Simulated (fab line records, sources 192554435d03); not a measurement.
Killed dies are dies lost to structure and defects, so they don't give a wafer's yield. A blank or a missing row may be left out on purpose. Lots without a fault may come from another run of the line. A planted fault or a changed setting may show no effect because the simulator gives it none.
fab line records | flow n5_finfet | part 2 of 2: steps 14 to 20 of 20
record lots=5 wafers=15 last_day=17
route steps=1938 shown FIN_SAQP@129
lots that met no fault: from a run of the same line without faults
start_h: hours from the record's first day to the start of the lot's first wafer shown | wait_h: hours since the lot's step before | " the same as in the row above | L1.1+2: a row that stands for several wafers | - no value, or no start given | * or withheld: withheld | < > ~ a bound
route shown NAME@n: a module of which the file shows steps, and the number in the route of the first | usual: mean/standard deviation of fault-free wafers | same: alike in all rows | chamber/n: place in a boat | sites: the reading at each site | _std_site: their standard deviation | _edge_site: outer sites' mean less inner sites' | radius_mm: how far each site lies from the wafer's centre | mask NAME#n: copy n | behind: the tool/chamber that last shaped the wafer | hold: why the lot was held/for how many hours/how that ended | device: the transistor (n, p or np) that didn't switch | end of line: the same wafers' tests at the end of the route | a step without rows: its recipe alone | killed: dies lost to structure and defects at the first sort, not the wafer's yield | map: a wafer's dies, x killed, . not, _ none there
set.NAME: the setting as run; set.NAME@STEP: as run at that earlier step | model.NAME: the simulator's own value behind a step, which no gauge read
lots at some steps of the route; a table a step, a row a wafer
services: from which hour (start_h, from the record's first day; less than 0 if before it) a tool's chamber was out of use, for how many hours, and why
## steps
# step N5_FIN_SAQP_HM_OPEN_33
# recipe chemistry=CH3F/O2 target=SiNx mask_material=SiO2 target_depth_a=494 time_s=70.6 pressure_mtorr=30 source_w=395 bias_w=73 Ar_flow_sccm=150 CH3F_flow_sccm=30 O2_flow_sccm=20 ion_energy_ev=120 ends=cleared
# usual CH3F_flow_sccm=29.99/0.087 drypump_motor_current_A=5.9/0.46 etch_rf_on_time_s=70.0/1.7 mfc_ar_sccm=149.9/0.42 oes_product_au=0.64/0.044 rf_vpp_V=298/11 showerhead_plenum_p_Torr=2.00/0.061 throttle_valve_pct=16.48/0.23
# columns lot.wafer tool chamber start_h wait_h CH3F_flow_sccm drypump_motor_current_A etch_rf_on_time_s mfc_ar_sccm oes_product_au rf_hours_counter_h rf_vpp_V showerhead_plenum_p_Torr throttle_valve_pct
L083.2 rie_diel-05 1 80.75 0.0 30.06 4.7 72.1 149.9 0.61 173 304 2.09 16.76
L083.3 " 0 " " 30.12 6.4 72.8 150.0 0.66 131 289 1.94 16.42
L083.5 " 2 " " 30.09 5.9 69.9 149.7 0.64 - 304 1.99 16.32
L089.2 rie_diel-05 3 118.95 0.0 29.90 5.6 72.1 149.7 0.59 210 304 2.06 16.32
L089.3 " 1 " " 30.20 4.7 69.6 149.7 0.60 185 303 2.08 16.80
L089.4 " 0 " " 30.00 6.4 72.2 149.9 0.66 142 289 1.94 16.44
L092.4 rie_diel-01 2 134.96 0.0 29.94 5.7 72.6 150.0 0.66 158 306 2.07 16.65
L092.5 " 3 " " 29.90 5.8 70.3 149.7 0.66 - 294 1.99 16.32
L092.6 " 0 " " 29.87 6.3 72.2 149.8 0.59 - 279 1.91 16.85
L094.1 rie_diel-01 3 146.81 0.0 30.03 5.8 68.1 149.5 0.66 160 295 1.99 16.32
L094.2 " 2 " " 29.83 5.7 68.7 149.9 0.66 163 306 2.07 16.68
L094.5 " 2 " " 30.03 5.7 70.8 150.0 0.65 - 306 2.07 16.66
L096.1 rie_diel-05 1 158.24 0.0 29.96 4.8 71.7 149.8 0.59 199 304 2.08 16.82
L096.2 " 3 " " 29.94 5.6 71.0 149.2 0.59 221 304 2.06 16.35
L096.4 " 0 " " 30.13 6.3 72.9 150.1 0.63 156 287 1.94 16.47
# step N5_FIN_SAQP_ETCH_34
# recipe chemistry=C4F6/O2 target=SiO2 target_depth_a=450 time_s=15 ion_energy_ev=250 pressure_mtorr=30 source_w=345 bias_w=185 Ar_flow_sccm=300 C4F6_flow_sccm=10 O2_flow_sccm=10 ends=cleared
# usual drypump_motor_current_A=5.9/0.45 etch_rf_on_time_s=15.0/0.31 mfc_ar_sccm=299.9/0.85 oes_product_au=0.64/0.044 rf_vpp_V=667/25 showerhead_plenum_p_Torr=2.85/0.083 throttle_valve_pct=21.20/0.26
# columns lot.wafer tool chamber start_h wait_h drypump_motor_current_A etch_rf_on_time_s mfc_ar_sccm oes_product_au rf_hours_counter_h rf_vpp_V showerhead_plenum_p_Torr throttle_valve_pct
L083.2 rie_diel-05 1 80.82 0.0 4.8 15.0 300.3 0.62 173 679 2.97 21.57
L083.3 " 0 " " 6.4 15.3 299.4 0.66 131 645 2.77 21.15
L083.5 " 2 " " 5.9 14.7 299.4 0.64 - 678 2.83 21.00
L089.2 rie_diel-05 3 119.02 0.0 5.6 15.7 300.3 0.58 210 680 2.94 21.02
L089.3 " 1 " " 4.7 15.2 298.6 0.60 185 680 2.96 21.58
L089.4 " 0 " " 6.4 15.5 301.4 0.65 142 646 2.77 21.20
L092.4 rie_diel-01 3 135.04 0.0 5.7 14.8 301.2 0.65 - 661 2.83 21.02
L092.5 " 0 " " 6.3 15.0 299.0 0.59 - 622 2.73 21.61
L092.6 " 2 " " 5.7 14.8 299.7 0.67 - 686 2.94 21.36
L094.1 rie_diel-01 3 146.88 0.0 5.7 14.8 300.1 0.66 160 661 2.83 21.03
L094.2 " 2 " " 5.7 15.0 300.7 0.66 163 685 2.94 21.36
L094.5 " 2 " " 5.7 15.0 299.4 0.66 - 685 2.94 21.36
L096.1 rie_diel-05 1 158.31 0.0 4.7 15.5 301.2 0.59 199 680 2.95 21.59
L096.2 " 3 " " 5.7 15.6 298.3 0.58 221 680 2.94 21.02
L096.4 " 0 " " 6.3 15.7 299.9 0.63 156 645 2.76 21.19
# step N5_FIN_SAQP_STRIP_77
# recipe chemistry=N2/H2 time_s=90 power_w=100 temp_c=40 pressure_mtorr=100 rf_frequency_hz=6e+07 bias_power_w=3 n2_flow_sccm=300 h2_flow_sccm=300
# usual drypump_motor_current_A=5.9/0.46 n2_flow_sccm=299.9/0.82 oes_product_au=0.75/0.055 rf_vpp_V=45.3/0.91 showerhead_plenum_p_Torr=3.39/0.1 throttle_valve_pct=12.38/0.19
# columns lot.wafer tool chamber start_h wait_h drypump_motor_current_A n2_flow_sccm oes_product_au rf_hours_counter_h rf_vpp_V showerhead_plenum_p_Torr throttle_valve_pct
L083.2 rie_diel-05 1 80.85 0.0 4.8 299.4 0.72 173 45.7 3.49 12.59
L083.3 " 0 " " 6.4 301.0 0.79 131 46.0 3.28 12.26
L083.5 " 2 " " 5.9 300.1 0.74 - 44.7 3.33 12.09
L089.2 rie_diel-05 3 119.04 0.0 5.7 300.0 0.69 210 44.9 3.48 12.25
L089.3 " 1 " " 4.8 299.1 0.70 185 46.1 3.48 12.62
L089.4 " 0 " " 6.4 299.7 0.77 142 44.0 3.27 12.28
L092.4 rie_diel-01 3 135.10 0.0 5.8 299.7 0.77 - 43.9 3.37 12.21
L092.5 " 0 " " 6.3 299.9 0.67 - 43.6 3.21 12.65
L092.6 " 2 " " 5.7 301.0 0.77 - 46.6 3.51 12.52
L094.1 rie_diel-01 3 146.90 0.0 5.8 299.8 0.76 160 45.5 3.37 12.23
L094.2 " 2 " " 5.7 299.7 0.76 163 45.7 3.51 12.54
L094.5 " 2 " " 5.7 300.4 0.76 - 46.4 3.51 12.53
L096.1 rie_diel-05 1 158.33 0.0 4.8 300.9 0.69 199 45.4 3.48 12.66
L096.2 " 3 " " 5.7 299.0 0.70 221 44.7 3.47 12.27
L096.4 " 0 " " 6.4 301.0 0.76 156 43.8 3.26 12.32
# step N5_FIN_SAQP_HM_CD_35
# recipe target_cd_nm=8 polarity=line
# usual cd_nm=8.08/0.27
# columns lot.wafer tool chamber start_h wait_h cd_nm
L083.2 cd_sem-02 - 80.97 0.1 7.76
L083.3 " - " " 8.30
L083.5 " - " " 8.60
L089.2 cd_sem-03 - 119.17 0.1 8.30
L089.3 " - " " 7.98
L089.4 " - " " 8.25
L092.4 cd_sem-01 - 135.19 0.0 8.03
L092.5 " - " " 8.13
L092.6 " - " " 8.15
L094.1 cd_sem-01 - 147.03 0.1 7.67
L094.2 " - " " 7.58
L094.5 " - " " 8.25
L096.1 cd_sem-01 - 158.46 0.1 7.57
L096.2 " - " " 7.81
L096.4 " - " " 7.80
# step N5_FIN_SAQP_ETCH_64
# recipe chemistry=CF4 target=SiO2 target_depth_a=15 ion_energy_ev=350 pressure_mtorr=10 icp_w=800 bias_w=400 cf4_flow_sccm=80
# usual cf4_flow_sccm=80.03/0.24 drypump_motor_current_A=5.5/0.52 oes_product_au=0.994/0.02 throttle_valve_pct=21.76/0.23
# columns lot.wafer tool chamber start_h wait_h cf4_flow_sccm drypump_motor_current_A oes_product_au rf_hours_counter_h throttle_valve_pct
L083.2 rie_si-01 1 81.02 0.0 79.75 5.7 1.002 123 21.64
L083.3 " 3 " " 80.43 5.9 0.981 109 22.15
L083.5 " 3 " " 80.03 5.9 0.990 - 22.15
L089.2 rie_si-06 0 119.22 0.0 80.10 6.6 0.985 172 21.94
L089.3 " 2 " " 80.10 5.0 0.990 1 21.71
L089.4 " 3 " " 80.10 4.9 0.951 7 21.44
L092.4 rie_si-05 1 135.23 0.0 79.74 5.4 1.024 74 22.00
L092.5 " 2 " " 79.70 5.7 1.023 - 21.81
L092.6 " 3 " " 79.91 5.4 0.992 - 21.55
L094.1 rie_si-01 0 147.08 0.0 80.28 5.9 1.043 83 21.89
L094.2 " 1 " " 79.58 5.7 1.001 124 21.65
L094.5 " 1 " " 79.90 5.7 0.999 - 21.64
L096.1 rie_si-06 0 158.51 0.0 79.77 6.6 0.988 172 21.97
L096.2 " 1 " " 79.83 6.0 0.974 128 21.55
L096.4 " 2 " " 79.51 5.0 0.993 2 21.71
# step N5_FIN_SAQP_FIN_ETCH_36
# recipe chemistry=HBr/Cl2/O2 target_depth_a=1200 mask_material=SiNx time_s=50.4 bias_w=102 pressure_mtorr=10 icp_w=800 HBr_flow_sccm=150 Cl2_flow_sccm=80 O2_flow_sccm=12
# usual drypump_motor_current_A=5.5/0.52 oes_product_au=0.994/0.015 throttle_valve_pct=36.05/0.27
# columns lot.wafer tool chamber start_h wait_h drypump_motor_current_A oes_product_au rf_hours_counter_h throttle_valve_pct
L083.2 rie_si-01 1 81.04 0.0 5.7 1.001 123 36.06
L083.3 " 3 " " 5.9 0.984 109 36.63
L083.5 " 3 " " 5.9 0.988 - 36.64
L089.2 rie_si-06 0 119.24 0.0 6.6 1.000 172 35.99
L089.3 " 2 " " 5.0 0.996 1 36.13
L089.4 " 3 " " 5.0 0.962 7 36.03
L092.4 rie_si-05 1 135.25 0.0 5.4 1.026 74 36.35
L092.5 " 2 " " 5.7 1.007 - 36.19
L092.6 " 3 " " 5.5 0.993 - 35.62
L094.1 rie_si-01 0 147.10 0.0 5.9 1.022 83 35.71
L094.2 " 1 " " 5.7 0.995 124 36.04
L094.5 " 1 " " 5.6 0.995 - 36.07
L096.1 rie_si-06 0 158.53 0.0 6.6 0.993 172 36.02
L096.2 " 1 " " 6.0 0.970 128 35.84
L096.4 " 2 " " 5.0 0.994 2 36.14
# step N5_FIN_SAQP_CD_MEAS_37
# recipe target_cd_nm=8 polarity=line
# usual cd_nm=8.08/0.26
# columns lot.wafer tool chamber start_h wait_h cd_nm
L083.2 cd_sem-01 - 81.16 0.1 7.66
L083.3 " - " " 8.41
L083.5 " - " " 8.17
L089.2 cd_sem-03 - 119.36 0.1 8.68
L089.3 " - " " 8.51
L089.4 " - " " 8.64
L092.4 cd_sem-01 - 135.38 0.1 8.37
L092.5 " - " " 7.79
L092.6 " - " " 7.79
L094.1 cd_sem-01 - 147.22 0.1 7.83
L094.2 " - " " 7.61
L094.5 " - " " 7.78
L096.1 cd_sem-01 - 158.65 0.1 7.98
L096.2 " - " " 8.09
L096.4 " - " " 8.17
## services
# columns tool chamber start_h hours kind
ald_sin-04 0 54.95 3.0 repair
rie_diel-02 - 65.60 2.8 pm
rie_diel-01 3 70.89 5.6 repair
rie_diel-02 3 72.95 - clean
rie_diel-02 3 72.95 - consumable_replace:focus_ring
rie_diel-02 3 72.95 20.8 scheduled_down
rie_diel-02 3 72.95 20.8 vent_cycle
rie_si-05 0 81.21 1.4 repair
ald_sin-03 - 85.74 14.0 pm
ald_sin-03 0 85.74 14.0 vent_cycle
ald_sin-03 1 85.74 14.0 vent_cycle
ald_sin-03 2 85.74 14.0 vent_cycle
ald_sin-03 3 85.74 14.0 vent_cycle
ald_sin-01 1 99.03 2.6 repair
ald_sin-03 0 99.74 - clean
ald_sin-03 1 99.74 - clean
ald_sin-03 2 99.74 - clean
ald_sin-04 - 112.23 14.6 pm
ald_sin-01 2 127.67 1.4 repair
rie_si-05 1 130.68 2.4 repair
litho_track-03 - 131.33 - consumable_replace:filter
rie_diel-05 3 132.65 7.5 repair
rie_diel-01 1 135.00 12.9 repair
rie_si-05 2 143.00 9.1 repair
